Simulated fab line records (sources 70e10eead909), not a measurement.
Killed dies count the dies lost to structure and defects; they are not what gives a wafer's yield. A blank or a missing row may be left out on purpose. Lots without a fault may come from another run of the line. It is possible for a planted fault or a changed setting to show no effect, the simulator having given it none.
Which tool did it?    flow nand-harc    Sampling: 24 lots, 72 wafers, 6 of 1302 route steps

WHAT THE GAUGES READ, wafer by wafer
NHARC_A_M0_THK_MEAS_24: measures by xrf. Usual: 113.5 nm for thk-nm, sd 1.6.
lot   measured      on             thk-nm (nm)        flag
L074  day 23 00:13  film-metro-02  113.9 114.3 114.7  
L075  day 23 06:11  film-metro-01  112.6 112.3 114.4  
L076  day 23 07:16  film-metro-02  113.0 113.3 113.8  
L077  day 23 20:19  film-metro-01  116.8 114.1 116.4  
L078  day 24 06:39  film-metro-02  112.8 111.3 113.5  
L079  day 24 13:25  film-metro-01  115.7 112.9 111.4  
L080  day 25 06:16  film-metro-02  112.4 114.9 113.5  
L081  day 25 23:36  film-metro-01  110.9 112.4 112.4  
L083  day 26 12:12  film-metro-01  115.5 114.4 113.9  
L082  day 26 13:49  film-metro-02  109.8 114.2 114.4  
L084  day 27 13:59  film-metro-01  111.8 110.3 113.5  
L085  day 27 15:58  film-metro-02  114.5 115.0 113.0  
L087  day 28 04:08  film-metro-02  111.5 112.0 112.0  
L088  day 28 06:41  film-metro-02  113.5 113.3 115.1  
L086  day 28 07:18  film-metro-02  114.5 112.9 116.0  
L089  day 28 08:41  film-metro-02  113.6 110.5 112.9  
L091  day 29 09:01  film-metro-02  114.9 115.2 115.0  
L090  day 29 10:59  film-metro-01  114.5 111.7 113.4  
L092  day 30 05:48  film-metro-01  112.9 112.6 111.5  
L093  day 30 10:28  film-metro-01  110.7 113.5 112.0  
L094  day 30 14:55  film-metro-02  113.5 114.7 112.2  
L095  day 31 08:40  film-metro-02  112.9 115.0 116.9  
L096  day 31 09:21  film-metro-01  113.1 114.6 114.7  
L097  day 33 03:20  film-metro-02  116.8 116.0 116.5  

NHARC_A_M1_INSPECT_27. Usual: 540 for raw-defect-count, sd 130.
lot   measured      on                 raw-defect-count  flag
L074  day 23 04:26  defect-inspect-02  546 767 373       
L075  day 23 10:30  defect-inspect-01  729 802 602       
L076  day 23 11:35  defect-inspect-01  486 564 548       
L077  day 24 00:39  defect-inspect-01  516 598 853       
L078  day 24 11:02  defect-inspect-01  460 517 357       
L079  day 24 17:58  defect-inspect-01  559 802 471       
L080  day 25 10:34  defect-inspect-01  528 481 504       
L081  day 26 03:55  defect-inspect-01  485 500 427       
L083  day 26 16:53  defect-inspect-01  733 544 849       
L082  day 26 18:07  defect-inspect-02  620 556 587       
L084  day 27 18:49  defect-inspect-01  498 620 461       
L085  day 27 20:08  defect-inspect-01  525 565 619       
L087  day 28 08:29  defect-inspect-02  468 429 552       
L088  day 28 11:01  defect-inspect-01  527 580 464       
L086  day 28 11:35  defect-inspect-02  453 466 590       
L089  day 28 12:50  defect-inspect-01  367 387 442       
L091  day 29 13:52  defect-inspect-02  358 423 431       
L090  day 29 15:17  defect-inspect-02  973 766 658       
L092  day 30 10:09  defect-inspect-02  573 493 657       
L093  day 30 14:46  defect-inspect-02  516 438 510       
L094  day 30 19:14  defect-inspect-01  487 487 531       
L095  day 31 13:04  defect-inspect-02  444 356 397       
L096  day 31 13:47  defect-inspect-02  631 863 562       
L097  day 33 07:38  defect-inspect-02  475 467 479       

WHAT TOOL EACH LOT RAN ON (gives the tool, then ch and the chambers of the sampled wafers, and finally the start)
lot   NHARC_A_M0_PVD_20                        NHARC_A_M0_PRE_CLEAN_31          NHARC_A_M1_PRE_CLEAN_30                  NHARC_A_M1_PVD_20
L074  pvd-sputter-02, day 23 00:13 or earlier  pecvd-02 ch 1,2, day 23 00:27    pvd-sputter-02, day 23 04:26 or earlier  pvd-sputter-02, day 23 04:26 or earlier
L075  pvd-sputter-02, day 23 06:11 or earlier  pecvd-03 ch 0,1, day 23 06:25    pvd-sputter-02, day 23 10:30 or earlier  pvd-sputter-02, day 23 10:30 or earlier
L076  pvd-sputter-01, day 23 07:16 or earlier  pecvd-04 ch 0,2, day 23 07:29    pvd-sputter-02, day 23 11:35 or earlier  pvd-sputter-02, day 23 11:35 or earlier
L077  pvd-sputter-01, day 23 20:19 or earlier  pecvd-04 ch 0,1, day 23 20:32    pvd-sputter-02, day 24 00:39 or earlier  pvd-sputter-02, day 24 00:39 or earlier
L078  pvd-sputter-02, day 24 06:39 or earlier  pecvd-04 ch 0,1, day 24 06:53    pvd-sputter-01, day 24 11:02 or earlier  pvd-sputter-01, day 24 11:02 or earlier
L079  pvd-sputter-02, day 24 13:25 or earlier  pecvd-02 ch 0,1,2, day 24 13:51  pvd-sputter-03, day 24 17:58 or earlier  pvd-sputter-03, day 24 17:58 or earlier
L080  pvd-sputter-03, day 25 06:16 or earlier  pecvd-03 ch 0,1,2, day 25 06:29  pvd-sputter-03, day 25 10:34 or earlier  pvd-sputter-03, day 25 10:34 or earlier
L081  pvd-sputter-02, day 25 23:36 or earlier  pecvd-04 ch 0,1,2, day 25 23:52  pvd-sputter-01, day 26 03:55 or earlier  pvd-sputter-01, day 26 03:55 or earlier
L083  pvd-sputter-02, day 26 12:12 or earlier  pecvd-04 ch 0,1,2, day 26 12:26  pvd-sputter-01, day 26 16:53 or earlier  pvd-sputter-01, day 26 16:53 or earlier
L082  pvd-sputter-01, day 26 13:49 or earlier  pecvd-03 ch 0,1,2, day 26 14:04  pvd-sputter-03, day 26 18:07 or earlier  pvd-sputter-03, day 26 18:07 or earlier
L084  pvd-sputter-01, day 27 13:59 or earlier  pecvd-02 ch 1,2, day 27 14:13    pvd-sputter-01, day 27 18:49 or earlier  pvd-sputter-01, day 27 18:49 or earlier
L085  pvd-sputter-01, day 27 15:58 or earlier  pecvd-02 ch 0,1, day 27 16:11    pvd-sputter-03, day 27 20:08 or earlier  pvd-sputter-03, day 27 20:08 or earlier
L087  pvd-sputter-02, day 28 04:08 or earlier  pecvd-04 ch 0,1,2, day 28 04:24  pvd-sputter-03, day 28 08:29 or earlier  pvd-sputter-03, day 28 08:29 or earlier
L088  pvd-sputter-03, day 28 06:41 or earlier  pecvd-02 ch 0,1, day 28 06:56    pvd-sputter-01, day 28 11:01 or earlier  pvd-sputter-01, day 28 11:01 or earlier
L086  pvd-sputter-02, day 28 07:18 or earlier  pecvd-02 ch 1,2, day 28 07:31    pvd-sputter-03, day 28 11:35 or earlier  pvd-sputter-03, day 28 11:35 or earlier
L089  pvd-sputter-02, day 28 08:41 or earlier  pecvd-04 ch 1,2, day 28 08:55    pvd-sputter-02, day 28 12:50 or earlier  pvd-sputter-02, day 28 12:50 or earlier
L091  pvd-sputter-03, day 29 09:01 or earlier  pecvd-04 ch 0,1,2, day 29 09:45  pvd-sputter-01, day 29 13:52 or earlier  pvd-sputter-01, day 29 13:52 or earlier
L090  pvd-sputter-02, day 29 10:59 or earlier  pecvd-04 ch 1,2, day 29 11:12    pvd-sputter-01, day 29 15:17 or earlier  pvd-sputter-01, day 29 15:17 or earlier
L092  pvd-sputter-03, day 30 05:48 or earlier  pecvd-04 ch 0,2, day 30 06:01    pvd-sputter-01, day 30 10:09 or earlier  pvd-sputter-01, day 30 10:09 or earlier
L093  pvd-sputter-03, day 30 10:28 or earlier  pecvd-04 ch 0,1, day 30 10:42    pvd-sputter-02, day 30 14:46 or earlier  pvd-sputter-02, day 30 14:46 or earlier
L094  pvd-sputter-01, day 30 14:55 or earlier  pecvd-02 ch 0,1,2, day 30 15:09  pvd-sputter-02, day 30 19:14 or earlier  pvd-sputter-02, day 30 19:14 or earlier
L095  pvd-sputter-01, day 31 08:40 or earlier  pecvd-04 ch 0,1, day 31 08:55    pvd-sputter-01, day 31 13:04 or earlier  pvd-sputter-01, day 31 13:04 or earlier
L096  pvd-sputter-01, day 31 09:21 or earlier  pecvd-04 ch 1,2, day 31 09:39    pvd-sputter-02, day 31 13:47 or earlier  pvd-sputter-02, day 31 13:47 or earlier
L097  pvd-sputter-02, day 33 03:20 or earlier  pecvd-03 ch 0,1, day 33 03:34    pvd-sputter-02, day 33 07:38 or earlier  pvd-sputter-02, day 33 07:38 or earlier
- NHARC_A_M0_PVD_20: deposits TaN, target thk 5 nm, time 8.06 s.
- NHARC_A_M0_PRE_CLEAN_31: time 12 s.
- NHARC_A_M1_PRE_CLEAN_30: time 30 s.
- NHARC_A_M1_PVD_20: deposits TaN, target thk 5 nm, time 8.06 s.

AS READ BY THE TOOLS THEMSELVES (means over the sampled wafers that have a number; for cases with no such wafer, the mark the record gives instead)
NHARC_A_M0_PVD_20. Usual: 29.8 % for throttle-valve-pct, sd 0.85.
lot   tool            throttle-valve-pct (%)  flag
L074  pvd-sputter-02  29.6                    
L075  pvd-sputter-02  29.8                    
L076  pvd-sputter-01  29.3                    
L077  pvd-sputter-01  29.4                    
L078  pvd-sputter-02  29.4                    
L079  pvd-sputter-02  30.2                    
L080  pvd-sputter-03  29.7                    
L081  pvd-sputter-02  30.2                    
L083  pvd-sputter-02  29.6                    
L082  pvd-sputter-01  30.2                    
L084  pvd-sputter-01  30.0                    
L085  pvd-sputter-01  30.2                    
L087  pvd-sputter-02  29.7                    
L088  pvd-sputter-03  29.8                    
L086  pvd-sputter-02  29.7                    
L089  pvd-sputter-02  30.0                    
L091  pvd-sputter-03  29.7                    
L090  pvd-sputter-02  29.8                    
L092  pvd-sputter-03  30.2                    
L093  pvd-sputter-03  29.5                    
L094  pvd-sputter-01  29.8                    
L095  pvd-sputter-01  29.3                    
L096  pvd-sputter-01  30.2                    
L097  pvd-sputter-02  30.4                    

NHARC_A_M0_PRE_CLEAN_31. Usual: 611 W for heater-power-w, sd 67.
lot   tool      heater-power-w (W)  flag
L074  pecvd-02  587                 
L075  pecvd-03  666                 
L076  pecvd-04  596                 
L077  pecvd-04  561                 
L078  pecvd-04  606                 
L079  pecvd-02  636                 
L080  pecvd-03  650                 
L081  pecvd-04  617                 
L083  pecvd-04  576                 
L082  pecvd-03  622                 
L084  pecvd-02  590                 
L085  pecvd-02  606                 
L087  pecvd-04  597                 
L088  pecvd-02  638                 
L086  pecvd-02  603                 
L089  pecvd-04  636                 
L091  pecvd-04  596                 
L090  pecvd-04  562                 
L092  pecvd-04  557                 
L093  pecvd-04  575                 
L094  pecvd-02  646                 
L095  pecvd-04  570                 
L096  pecvd-04  605                 
L097  pecvd-03  622                 

NHARC_A_M1_PRE_CLEAN_30. Usual: 405 W for heater-power-w, sd 21.
lot   tool            heater-power-w (W)  flag
L074  pvd-sputter-02  397                 
L075  pvd-sputter-02  388                 
L076  pvd-sputter-02  398                 
L077  pvd-sputter-02  399                 
L078  pvd-sputter-01  416                 
L079  pvd-sputter-03  411                 
L080  pvd-sputter-03  424                 
L081  pvd-sputter-01  417                 
L083  pvd-sputter-01  387                 
L082  pvd-sputter-03  417                 
L084  pvd-sputter-01  409                 
L085  pvd-sputter-03  426                 
L087  pvd-sputter-03  420                 
L088  pvd-sputter-01  422                 
L086  pvd-sputter-03  415                 
L089  pvd-sputter-02  392                 
L091  pvd-sputter-01  400                 
L090  pvd-sputter-01  410                 
L092  pvd-sputter-01  407                 
L093  pvd-sputter-02  401                 
L094  pvd-sputter-02  392                 
L095  pvd-sputter-01  408                 
L096  pvd-sputter-02  393                 
L097  pvd-sputter-02  389                 

NHARC_A_M1_PVD_20. Usual: 29.8 % for throttle-valve-pct, sd 0.8.
lot   tool            throttle-valve-pct (%)  flag
L074  pvd-sputter-02  29.6                    
L075  pvd-sputter-02  30.1                    
L076  pvd-sputter-02  29.6                    
L077  pvd-sputter-02  29.6                    
L078  pvd-sputter-01  30.4                    
L079  pvd-sputter-03  30.1                    
L080  pvd-sputter-03  30.1                    
L081  pvd-sputter-01  29.1                    
L083  pvd-sputter-01  29.7                    
L082  pvd-sputter-03  29.2                    
L084  pvd-sputter-01  29.8                    
L085  pvd-sputter-03  29.6                    
L087  pvd-sputter-03  29.7                    
L088  pvd-sputter-01  29.7                    
L086  pvd-sputter-03  29.7                    
L089  pvd-sputter-02  29.7                    
L091  pvd-sputter-01  29.8                    
L090  pvd-sputter-01  29.7                    
L092  pvd-sputter-01  29.1                    
L093  pvd-sputter-02  30.3                    
L094  pvd-sputter-02  30.0                    
L095  pvd-sputter-01  29.4                    
L096  pvd-sputter-02  30.4                    
L097  pvd-sputter-02  29.6                    

THE ANSWER, worked out from the rows above alone
Rule: lot off if the mean of its wafers having a number is beyond 3 standard deviations from the usual mean. A lot without any number at a reading at which 4 lots or more have one is off too. The other lots that the step has rows for count as sound. Order of review: gauges by route order, followed by the tools' own readings, for which a lot's mean as printed above is used. At the first step where some lot is off, the reading lying furthest off is the one used; lots without a number count as furthest.
Across all readings shown, no lot is off: no conclusion can be drawn from this.

WHAT THE SIMULATOR HAD INSERTED
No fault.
